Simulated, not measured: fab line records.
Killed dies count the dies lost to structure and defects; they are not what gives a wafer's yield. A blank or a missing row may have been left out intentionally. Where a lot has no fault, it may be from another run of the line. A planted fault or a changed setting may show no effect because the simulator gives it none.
Lot-split experiment    flow n5-finfet    7 lots, 21 wafers read, on a route of 1938 steps

== THE SPLIT ==
At N5_BEOL_M4_DEP_57 (deposits SiCN from 3MS/NH3, target thk 8 nm, time 14 s), the setting time-s was moved away from the recipe's 14 s on 9 of the 21 wafers read, by -14.9% to +15.0%. For the rest of the wafers, this setting stayed at what the recipe calls for.

The reading is taken at the split's own step.

== THE READING ==
SiCN_of_BEOL_M4_DEP_57.thk-nm (the simulator's own value, which no gauge read), in nm, at N5_BEOL_M4_DEP_57 (deposits SiCN from 3MS/NH3, target thk 8 nm, time 14 s). No usual value for it is given in the file. Here, 12 wafers ran the recipe; their average is 8.0 nm with a standard deviation of 0.21 nm.

wafer   tool, chamber at the split  time-s as run, s  against the recipe  SiCN_of_BEOL_M4_DEP_57.thk-nm, nm  against lot-mates on the recipe
L079.2  pecvd-03, 1                 14                recipe              8.2                                -
L079.4  pecvd-03, 0                 14                recipe              7.6                                -
L079.5  pecvd-03, 0                 14                recipe              7.8                                -
L081.3  pecvd-04, 1                 15.75             +12.5%              8.6                                +1.0
L081.4  pecvd-04, 1                 14                recipe              7.6                                -
L081.5  pecvd-04, 0                 15.75             +12.5%              9                                  +1.4
L083.1  pecvd-04, 1                 16.1              +15.0%              8.8                                +0.8
L083.3  pecvd-04, 1                 16.1              +15.0%              9                                  +1.0
L083.5  pecvd-04, 0                 14                recipe              8                                  -
L082.1  pecvd-01, 1                 14                recipe              7.8                                -
L082.4  pecvd-01, 1                 11.91             -14.9%              6.6                                -1.2
L082.5  pecvd-01, 0                 11.91             -14.9%              7                                  -0.8
L088.2  pecvd-04, 2,0               14                recipe              8                                  -
L088.3  pecvd-04, 2,0               14                recipe              8                                  -
L088.6  pecvd-04, 1                 15.55             +11.1%              8.8                                +0.8
L089.4  pecvd-01, 2,1,0             14                recipe              8.2                                -
L089.5  pecvd-01, 2,1,0             14                recipe              8.2                                -
L089.6  pecvd-01, 2,1,0             14                recipe              8.2                                -
L091.3  pecvd-01, 0                 15.56             +11.1%              8.8                                +0.8
L091.4  pecvd-01, 0                 14                recipe              8                                  -
L091.6  pecvd-01, 2                 15.56             +11.1%              9                                  +1.0
The file does not say which wafer passed through which chamber wherever a row lists several chambers: such a row stands for several wafers.

THE FIT
A straight line over all 21 wafers: SiCN_of_BEOL_M4_DEP_57.thk-nm changes by +0.0726 nm for each +1% of time-s; r = +0.95; the points scatter about the line by 0.21 nm.
The same after taking each lot's own level away (the mean of its wafers on the recipe; 21 wafers): +0.0723 nm for each +1%; r = +0.96; scatter 0.18 nm.
That fit puts the effect of the largest move of time-s on the reading at 1.1 nm.
The span of the lots' own levels, 7.60 to 8.20 nm, comes to 2.8 times the standard deviation stated above.
Hence the lot-to-lot level has little effect on the slope; both slopes agree.
Check: +1.17 nm against its lot-mates is what the line predicts for one of the wafers moved furthest among these (+15.0%) when that wafer is left out of the fit. It came out at +0.8 nm against them.

== THESE WAFERS: OTHER SPLITS ==
Other splits were also applied to these wafers ahead of the reading. Each is held against what the fit with the lots' levels taken away leaves over:
other split on the same wafers  wafers away from the commonest value  r with SiCN_of_BEOL_M4_DEP_57.thk-nm (lot level and that fit taken away)
N5_BEOL_M4_COAT_68 spin-rpm     8                                     +0.23

== THE FILE'S OWN FIT ==
SiCN_of_BEOL_M4_DEP_57.thk-nm changes by +0.0732 nm for each +1% of time-s, r = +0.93.
